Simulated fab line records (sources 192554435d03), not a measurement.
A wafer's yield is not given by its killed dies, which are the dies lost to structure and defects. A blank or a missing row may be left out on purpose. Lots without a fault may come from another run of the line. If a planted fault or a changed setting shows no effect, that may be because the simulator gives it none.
Split-lot trial ; flow n5_finfet ; on a route of 1938 steps: 7 lots, 21 wafers read

== THE SPLIT ITSELF ==
At N5_SDB_EXPOSE_08 (exposes mask SDB), the setting dose_mj was moved away from the recipe's 49.6 on 4 of the 21 wafers read, by -7.2% to +6.9%. For the rest of the wafers, this setting stayed at what the recipe calls for.

== FROM THE SPLIT TO THE READING: what the file shows between them, 2 steps ==
- N5_SDB_PEB_09: peb time 60 s
- N5_SDB_DEVELOP_10: develop time 30 s

== THE READING ==
cd_nm at N5_SDB_CD_MEAS_11, given in nm (cd target 50 nm). A value of 49.5 nm with a standard deviation of 1.9 nm is what fault-free wafers of this fab line usually give.

wafer;tool, chamber at the split;dose_mj as run;against the recipe;cd_nm, nm;against lot-mates on the recipe
L080.1;arfi_scanner-01, 0;49.6;recipe;52.3;-
L080.3;arfi_scanner-01, 0;49.6;recipe;52.4;-
L080.6;arfi_scanner-01, 0;49.6;recipe;49.1;-
L083.2;arfi_scanner-01, 0;53.04;+6.9%;56.0;+8.7
L083.4;arfi_scanner-01, 0;53.04;+6.9%;58.6;+11.3
L083.6;arfi_scanner-01, 0;49.6;recipe;47.3;-
L084.1;arfi_scanner-01, 0;49.6;recipe;49.5;-
L084.3;arfi_scanner-01, 0;49.6;recipe;48.4;-
L084.6;arfi_scanner-01, 0;49.6;recipe;49.8;-
L086.1;arfi_scanner-03, 0;49.6;recipe;50.4;-
L086.4;arfi_scanner-03, 0;52.94;+6.7%;57.5;+7.9
L086.6;arfi_scanner-03, 0;49.6;recipe;48.8;-
L090.1;arfi_scanner-03, 0;49.6;recipe;48.9;-
L090.3;arfi_scanner-03, 0;49.6;recipe;47.0;-
L090.5;arfi_scanner-03, 0;49.6;recipe;50.0;-
L093.2;arfi_scanner-01, 0;49.6;recipe;47.8;-
L093.3;arfi_scanner-01, 0;49.6;recipe;50.2;-
L093.5;arfi_scanner-01, 0;49.6;recipe;46.7;-
L097.2;arfi_scanner-03, 0;49.6;recipe;47.4;-
L097.3;arfi_scanner-03, 0;49.6;recipe;49.4;-
L097.5;arfi_scanner-03, 0;46.04;-7.2%;41.9;-6.5

FIT RESULTS
A straight line over all 21 wafers: cd_nm changes by +1.14 nm for each +1% of dose_mj; r = +0.91; the points scatter about the line by 1.6 nm.
The same after taking each lot's own level away (the mean of its wafers on the recipe; 21 wafers): +1.22 nm for each +1%; r = +0.94; scatter 1.3 nm.
Per that fit: largest dose_mj move, reading shift of 8.7 nm.
From 47.30 to 51.27 nm: that is the span of the lots' own levels, equal to 2.1 times the standard deviation above.
The two slopes are in agreement: the lot-to-lot level therefore moves the slope only a little.
Check: -9.74 nm against its lot-mates is what the line predicts for one of the wafers moved furthest among these (-7.2%) when that wafer is left out of the fit. It came out at -6.5 nm against them.

== FURTHER SPLITS ON THESE WAFERS ==
Before the reading, these wafers also passed through other splits. Each is held against what the fit with the lots' levels taken away leaves over:
other split on the same wafers;wafers away from the commonest value;r with cd_nm (lot level and that fit taken away)
N5_SD_EPI_P_EPI_21 time_s;4;+0.10

== THE FILE'S OWN FIT ==
cd_nm changes by +1.16 nm for each +1% of dose_mj, r = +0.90.
